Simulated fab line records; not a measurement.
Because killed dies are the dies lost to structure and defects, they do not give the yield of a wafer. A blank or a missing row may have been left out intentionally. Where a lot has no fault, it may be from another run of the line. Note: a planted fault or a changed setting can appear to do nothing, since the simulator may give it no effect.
Which tool is to blame? | flow nand harc | 12 lots (36 wafers sampled), 1 step of a 1302-step route

== WHAT THE GAUGES SHOWED, per wafer ==
NHARC_A_SOURCE_PLATE_THK_MEAS_06: measures by ellipsometry.
lot  | measured     | on            | thk nm (nm)
L075 | day 8 04:13  | film metro-02 | 197.0 197.3 197.0
L077 | day 8 17:50  | film metro-02 | 201.2 201.4 199.7
L078 | day 9 12:58  | film metro-01 | 202.3 198.8 199.9
L081 | day 10 10:53 | film metro-02 | 206.5 202.8 204.1
L084 | day 11 19:33 | film metro-01 | 204.3 202.8 203.8
L085 | day 12 01:51 | film metro-01 | 196.9 199.5 198.3
L087 | day 12 23:34 | film metro-02 | 201.4 201.1 202.6
L089 | day 13 22:54 | film metro-02 | 200.4 199.6 199.3
L091 | day 14 15:17 | film metro-02 | 199.2 198.4 198.0
L093 | day 15 19:30 | film metro-01 | 201.5 201.1 199.4
L095 | day 16 15:35 | film metro-01 | 197.6 198.9 198.3
L097 | day 17 05:39 | film metro-02 | 201.8 200.9 199.8

== WHICH TOOL RAN EACH LOT (tool, then ch and the chambers of the sampled wafers, then the start) ==
Record: no process step prior to these readings.

== THE ANSWER, worked out from the rows above alone ==
Rule: usual is defined by the lots themselves. Put in order of their means at a reading, lots are off if they are a third of the lots or fewer, leave a main group of 4 or more, and stand apart from it by a gap of 3 or more times the standard deviation of the main group's means; of several such gaps the widest counts. If all means in a main group match to the digits the tables above print for the reading, that group is not used. Also off: a lot with no number at a reading for which 4 or more lots have one. Where the step has rows for the other lots, those lots are counted as sound.
None of the lots is off at any reading shown; this tells nothing.

== WHAT THE SIMULATOR HAD INSERTED ==
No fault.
